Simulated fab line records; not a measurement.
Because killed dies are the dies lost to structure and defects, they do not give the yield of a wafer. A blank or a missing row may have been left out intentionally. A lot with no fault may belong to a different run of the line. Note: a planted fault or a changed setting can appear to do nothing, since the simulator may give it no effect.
Chamber matching || flow n5_finfet || rie_diel-05 running N5_BEOL_M11_DESCUM_33: 4 sister chambers
The step chemistry O2, time 7.9 s. 4 wafers are shown with their chamber, then 9 later ones without.

== WAFERS WITH THEIR CHAMBER ==
{"wafer": "L081.1", "chamber": 0, "showerhead_plenum_p_Torr (Torr)": 2.07}
{"wafer": "L085.1", "chamber": 3, "showerhead_plenum_p_Torr (Torr)": 2.03}
{"wafer": "L085.4", "chamber": 2, "showerhead_plenum_p_Torr (Torr)": 2.15}
{"wafer": "L085.6", "chamber": 1, "showerhead_plenum_p_Torr (Torr)": 2.03}

== WAFERS WHOSE CHAMBER IS MISSING ==
{"wafer": "L089.1", "showerhead_plenum_p_Torr (Torr)": 2.03}
{"wafer": "L089.2", "showerhead_plenum_p_Torr (Torr)": 2.03}
{"wafer": "L089.4", "showerhead_plenum_p_Torr (Torr)": 2.07}
{"wafer": "L090.1", "showerhead_plenum_p_Torr (Torr)": 2.07}
{"wafer": "L090.2", "showerhead_plenum_p_Torr (Torr)": 2.03}
{"wafer": "L090.3", "showerhead_plenum_p_Torr (Torr)": 2.03}
{"wafer": "L093.3", "showerhead_plenum_p_Torr (Torr)": 2.14}
{"wafer": "L093.4", "showerhead_plenum_p_Torr (Torr)": 2.14}
{"wafer": "L093.6", "showerhead_plenum_p_Torr (Torr)": 2.02}

== CHAMBER TAKEN BY EACH ==
{"wafer": "L089.1", "from the rows above": "can't be placed: 1 or 3", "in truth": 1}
{"wafer": "L089.2", "from the rows above": "can't be placed: 1 or 3", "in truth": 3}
{"wafer": "L089.4", "from the rows above": 0, "in truth": 0}
{"wafer": "L090.1", "from the rows above": 0, "in truth": 0}
{"wafer": "L090.2", "from the rows above": "can't be placed: 1 or 3", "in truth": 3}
{"wafer": "L090.3", "from the rows above": "can't be placed: 1 or 3", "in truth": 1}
{"wafer": "L093.3", "from the rows above": 2, "in truth": 2}
{"wafer": "L093.4", "from the rows above": 2, "in truth": 2}
{"wafer": "L093.6", "from the rows above": "can't be placed: 1 or 3", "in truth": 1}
Correct placement for 4 of the 9. Not placeable from these rows: 5 (in 5, the candidates include the true chamber). Number placed wrongly: 0.
How it was worked out, from the rows above alone: a wafer's distance from a chamber is the root of the sum, over the readings, of the square of ((its reading less the chamber's mean) divided by the reading's scatter). The wafer belongs to the nearest chamber; if the next one is less than 2 further off, it can't be placed. A chamber's mean is the mean of its shown wafers. The scatter: with one shown wafer a chamber, the root of the mean of the squares of how far each hidden wafer lies from its nearest shown one.
